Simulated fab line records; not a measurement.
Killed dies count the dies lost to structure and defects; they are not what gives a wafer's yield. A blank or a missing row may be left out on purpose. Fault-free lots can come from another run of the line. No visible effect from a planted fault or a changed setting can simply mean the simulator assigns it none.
Which of the tools did it? :: flow nand harc :: 14 lots, 42 wafers sampled, at 4 steps of a route of 1302

WHAT THE GAUGES SHOWED, per wafer
NHARC_P_STI_INSPECT_25. Usual: raw defect count reads 239 (standard deviation 110).
lot: L313
measured: day 4 03:16
on: defect inspect-02
raw defect count: 118 161 181
flag: 

lot: L314
measured: day 4 07:31
on: defect inspect-02
raw defect count: 250 189 175
flag: 

lot: L315
measured: day 4 17:07
on: defect inspect-01
raw defect count: 298 199 98
flag: 

lot: L316
measured: day 5 05:53
on: defect inspect-02
raw defect count: 180 264 152
flag: 

lot: L317
measured: day 5 14:51
on: defect inspect-02
raw defect count: 204 173 282
flag: 

lot: L318
measured: day 6 03:41
on: defect inspect-02
raw defect count: 236 213 213
flag: 

lot: L319
measured: day 6 10:04
on: defect inspect-02
raw defect count: 118 138 189
flag: 

lot: L322
measured: day 7 21:38
on: defect inspect-01
raw defect count: 417 215 340
flag: 

lot: L329
measured: day 10 17:24
on: defect inspect-01
raw defect count: 348 204 257
flag: 

lot: L331
measured: day 11 20:52
on: defect inspect-02
raw defect count: 269 155 216
flag: 

lot: L332
measured: day 12 03:13
on: defect inspect-02
raw defect count: 119 152 211
flag: 

lot: L333
measured: day 12 07:31
on: defect inspect-02
raw defect count: 444 669 464
flag: 

lot: L334
measured: day 12 23:48
on: defect inspect-01
raw defect count: 187 419 250
flag: 

lot: L336
measured: day 13 16:48
on: defect inspect-02
raw defect count: 166 194 187
flag: 

NHARC_P_GATE_OVL_MEAS_27. Usual: overlay x nm 0.1 nm, standard deviation 0.73; overlay y nm -0.3 nm, standard deviation 0.91.
lot: L313
measured: day 5 01:53
on: overlay-02
overlay x nm (nm): 1.0 1.0 1.0
overlay y nm (nm): -1.8 -0.9 -1.2
flag: 

lot: L314
measured: day 5 08:55
on: overlay-02
overlay x nm (nm): -0.3 0.1 -0.3
overlay y nm (nm): 0.5 0.6 0.2
flag: 

lot: L315
measured: day 5 18:06
on: overlay-01
overlay x nm (nm): -0.7 -1.3 -1.0
overlay y nm (nm): -0.4 -0.1 -0.1
flag: 

lot: L316
measured: day 6 08:02
on: overlay-02
overlay x nm (nm): 0.3 0.6 0.1
overlay y nm (nm): -0.6 -0.8 -0.1
flag: 

lot: L317
measured: day 6 15:13
on: overlay-01
overlay x nm (nm): 1.4 1.5 1.1
overlay y nm (nm): 0.7 0.9 0.9
flag: 

lot: L318
measured: day 7 06:09
on: overlay-02
overlay x nm (nm): 0.6 0.3 0.2
overlay y nm (nm): 0.1 0.2 0.3
flag: 

lot: L319
measured: day 7 13:52
on: overlay-01
overlay x nm (nm): -0.5 -0.9 -0.6
overlay y nm (nm): -1.0 -0.4 -0.7
flag: 

lot: L322
measured: day 9 00:05
on: overlay-01
overlay x nm (nm): -0.8 -1.0 -1.1
overlay y nm (nm): 0.3 0.1 0.4
flag: 

lot: L329
measured: day 11 18:19
on: overlay-02
overlay x nm (nm): 0.0 0.4 0.0
overlay y nm (nm): -0.8 -0.8 -0.7
flag: 

lot: L331
measured: day 12 22:21
on: overlay-02
overlay x nm (nm): -0.1 -0.1 0.4
overlay y nm (nm): 1.4 1.4 1.2
flag: 

lot: L332
measured: day 13 01:47
on: overlay-02
overlay x nm (nm): 0.0 -0.4 -0.3
overlay y nm (nm): -0.3 -0.2 -0.9
flag: 

lot: L333
measured: day 13 07:50
on: overlay-02
overlay x nm (nm): 0.0 -0.5 0.0
overlay y nm (nm): -0.2 -0.1 -0.3
flag: 

lot: L334
measured: day 14 00:49
on: overlay-01
overlay x nm (nm): 0.7 0.5 0.7
overlay y nm (nm): 0.2 0.0 -0.1
flag: 

lot: L336
measured: day 14 17:13
on: overlay-02
overlay x nm (nm): -0.3 -0.2 -0.4
overlay y nm (nm): -0.2 0.2 -0.8
flag: 

WHICH TOOL RAN EACH LOT (tool, then ch and the chambers of the sampled wafers, then the start)
lot: L313
NHARC_P_STI_DESCUM_14: rie diel-13 ch 0,1,2, day 2 23:31
NHARC_P_GATE_DEP_103: pecvd-03 ch 0,1,2, day 5 01:06

lot: L314
NHARC_P_STI_DESCUM_14: rie diel-02 ch 2,3, day 3 05:07
NHARC_P_GATE_DEP_103: pecvd-01 ch 1,2, day 5 08:08

lot: L315
NHARC_P_STI_DESCUM_14: rie diel-02 ch 0,2, day 3 14:40
NHARC_P_GATE_DEP_103: pecvd-03 ch 0,1,2, day 5 17:29

lot: L316
NHARC_P_STI_DESCUM_14: rie diel-02 ch 0,1,2, day 4 02:55
NHARC_P_GATE_DEP_103: pecvd-03 ch 0,1,2, day 6 07:16

lot: L317
NHARC_P_STI_DESCUM_14: rie diel-07 ch 0,1,2, day 4 11:16
NHARC_P_GATE_DEP_103: pecvd-04 ch 0,1,2, day 6 14:34

lot: L318
NHARC_P_STI_DESCUM_14: rie diel-07 ch 0,2, day 4 23:27
NHARC_P_GATE_DEP_103: pecvd-03 ch 0,1,2, day 7 05:26

lot: L319
NHARC_P_STI_DESCUM_14: rie diel-07 ch 1,2, day 5 07:42
NHARC_P_GATE_DEP_103: pecvd-01 ch 0,1,2, day 7 13:08

lot: L322
NHARC_P_STI_DESCUM_14: rie diel-13 ch 2,3, day 6 13:26
NHARC_P_GATE_DEP_103: pecvd-01 ch 0,2, day 8 23:00

lot: L329
NHARC_P_STI_DESCUM_14: rie diel-07 ch 0,2,3, day 9 10:52
NHARC_P_GATE_DEP_103: pecvd-01 ch 1,2, day 11 17:17

lot: L331
NHARC_P_STI_DESCUM_14: rie diel-02 ch 2,3, day 10 11:46
NHARC_P_GATE_DEP_103: pecvd-03 ch 0,2, day 12 21:44

lot: L332
NHARC_P_STI_DESCUM_14: rie diel-07 ch 1,2, day 10 19:15
NHARC_P_GATE_DEP_103: pecvd-04 ch 1,2, day 13 01:10

lot: L333
NHARC_P_STI_DESCUM_14: rie diel-02 ch 1,3, day 11 04:39
NHARC_P_GATE_DEP_103: pecvd-03 ch 0,1,2, day 13 07:05

lot: L334
NHARC_P_STI_DESCUM_14: rie diel-02 ch 0,3, day 11 14:46
NHARC_P_GATE_DEP_103: pecvd-03 ch 0,1,2, day 14 00:06

lot: L336
NHARC_P_STI_DESCUM_14: rie diel-13 ch 1,2,3, day 12 14:23
NHARC_P_GATE_DEP_103: pecvd-04 ch 0,2, day 14 16:27
- NHARC_P_STI_DESCUM_14: chemistry O2, time 3 s.
- NHARC_P_GATE_DEP_103: deposits SiON, target thk 30 nm.

AS READ BY THE TOOLS THEMSELVES (means over the sampled wafers that have a number; for cases with no such wafer, the mark the record gives instead)
NHARC_P_STI_DESCUM_14. Usual: drypump motor current A 5.7 A, standard deviation 0.42; oes product au 0.997 a.u., standard deviation 0.011; rf vpp V 57.8 V, standard deviation 0.87; showerhead plenum p Torr 1.93 Torr, standard deviation 0.096; throttle valve pct 11.312 %, standard deviation 0.009.
lot: L313
tool: rie diel-13
drypump motor current A (A): 5.3
oes product au (a.u.): 1.004
rf vpp V (V): 57.6
showerhead plenum p Torr (Torr): 1.83
throttle valve pct (%): 11.309
flag: 

lot: L314
tool: rie diel-02
drypump motor current A (A): 5.7
oes product au (a.u.): 0.994
rf vpp V (V): 57.7
showerhead plenum p Torr (Torr): 2.04
throttle valve pct (%): 11.312
flag: 

lot: L315
tool: rie diel-02
drypump motor current A (A): 5.3
oes product au (a.u.): 0.985
rf vpp V (V): 58.3
showerhead plenum p Torr (Torr): 2.02
throttle valve pct (%): 11.321
flag: 

lot: L316
tool: rie diel-02
drypump motor current A (A): 5.3
oes product au (a.u.): 0.991
rf vpp V (V): 58.7
showerhead plenum p Torr (Torr): 2.01
throttle valve pct (%): 11.307
flag: 

lot: L317
tool: rie diel-07
drypump motor current A (A): 5.8
oes product au (a.u.): 1.001
rf vpp V (V): 56.1
showerhead plenum p Torr (Torr): 1.88
throttle valve pct (%): 11.313
flag: 

lot: L318
tool: rie diel-07
drypump motor current A (A): 5.5
oes product au (a.u.): 0.992
rf vpp V (V): 57.4
showerhead plenum p Torr (Torr): 1.87
throttle valve pct (%): 11.322
flag: 

lot: L319
tool: rie diel-07
drypump motor current A (A): 5.6
oes product au (a.u.): 0.994
rf vpp V (V): 58.4
showerhead plenum p Torr (Torr): 1.84
throttle valve pct (%): 11.304
flag: 

lot: L322
tool: rie diel-13
drypump motor current A (A): 5.4
oes product au (a.u.): 1.003
rf vpp V (V): 57.8
showerhead plenum p Torr (Torr): 1.81
throttle valve pct (%): 11.313
flag: 

lot: L329
tool: rie diel-07
drypump motor current A (A): 5.9
oes product au (a.u.): 0.994
rf vpp V (V): 57.2
showerhead plenum p Torr (Torr): 1.88
throttle valve pct (%): 11.314
flag: 

lot: L331
tool: rie diel-02
drypump motor current A (A): 5.8
oes product au (a.u.): 0.993
rf vpp V (V): 58.0
showerhead plenum p Torr (Torr): 2.05
throttle valve pct (%): 11.312
flag: 

lot: L332
tool: rie diel-07
drypump motor current A (A): 5.5
oes product au (a.u.): 1.008
rf vpp V (V): 56.8
showerhead plenum p Torr (Torr): 1.84
throttle valve pct (%): 11.313
flag: 

lot: L333
tool: rie diel-02
drypump motor current A (A): 5.4
oes product au (a.u.): 0.993
rf vpp V (V): 58.4
showerhead plenum p Torr (Torr): 2.02
throttle valve pct (%): 11.316
flag: 

lot: L334
tool: rie diel-02
drypump motor current A (A): 5.3
oes product au (a.u.): 1.005
rf vpp V (V): 58.4
showerhead plenum p Torr (Torr): 2.03
throttle valve pct (%): 11.313
flag: 

lot: L336
tool: rie diel-13
drypump motor current A (A): 5.6
oes product au (a.u.): 1.002
rf vpp V (V): 57.9
showerhead plenum p Torr (Torr): 1.80
throttle valve pct (%): 11.310
flag: 

NHARC_P_GATE_DEP_103. Usual: heater power w 712 W, standard deviation 110; susceptor temp C 400.02 C, standard deviation 0.22.
lot: L313
tool: pecvd-03
heater power w (W): 641
susceptor temp C (C): 400.11
flag: 

lot: L314
tool: pecvd-01
heater power w (W): 689
susceptor temp C (C): 400.17
flag: 

lot: L315
tool: pecvd-03
heater power w (W): 586
susceptor temp C (C): 399.90
flag: 

lot: L316
tool: pecvd-03
heater power w (W): 623
susceptor temp C (C): 399.88
flag: 

lot: L317
tool: pecvd-04
heater power w (W): 792
susceptor temp C (C): 399.91
flag: 

lot: L318
tool: pecvd-03
heater power w (W): 580
susceptor temp C (C): 399.91
flag: 

lot: L319
tool: pecvd-01
heater power w (W): 720
susceptor temp C (C): 400.10
flag: 

lot: L322
tool: pecvd-01
heater power w (W): 757
susceptor temp C (C): 400.13
flag: 

lot: L329
tool: pecvd-01
heater power w (W): 792
susceptor temp C (C): 399.94
flag: 

lot: L331
tool: pecvd-03
heater power w (W): 655
susceptor temp C (C): 399.96
flag: 

lot: L332
tool: pecvd-04
heater power w (W): 757
susceptor temp C (C): 400.29
flag: 

lot: L333
tool: pecvd-03
heater power w (W): 590
susceptor temp C (C): 400.06
flag: 

lot: L334
tool: pecvd-03
heater power w (W): 651
susceptor temp C (C): 400.26
flag: 

lot: L336
tool: pecvd-04
heater power w (W): 789
susceptor temp C (C): 400.11
flag: 

THE ANSWER, worked out from the rows above alone
Rule: lot off if the mean of its wafers having a number is beyond 3 standard deviations from the usual mean. A lot without any number at a reading at which 4 lots or more have one is off too. The other lots that the step has rows for count as sound. After the gauges, taken in route order, come the tools' own readings; for these a lot's mean is taken, as printed above. At the first step where some lot is off, the reading lying furthest off is the one used; lots without a number count as furthest.
Nothing can be told from this: no lot is off at any reading shown.

WHAT THE SIMULATOR PUT IN
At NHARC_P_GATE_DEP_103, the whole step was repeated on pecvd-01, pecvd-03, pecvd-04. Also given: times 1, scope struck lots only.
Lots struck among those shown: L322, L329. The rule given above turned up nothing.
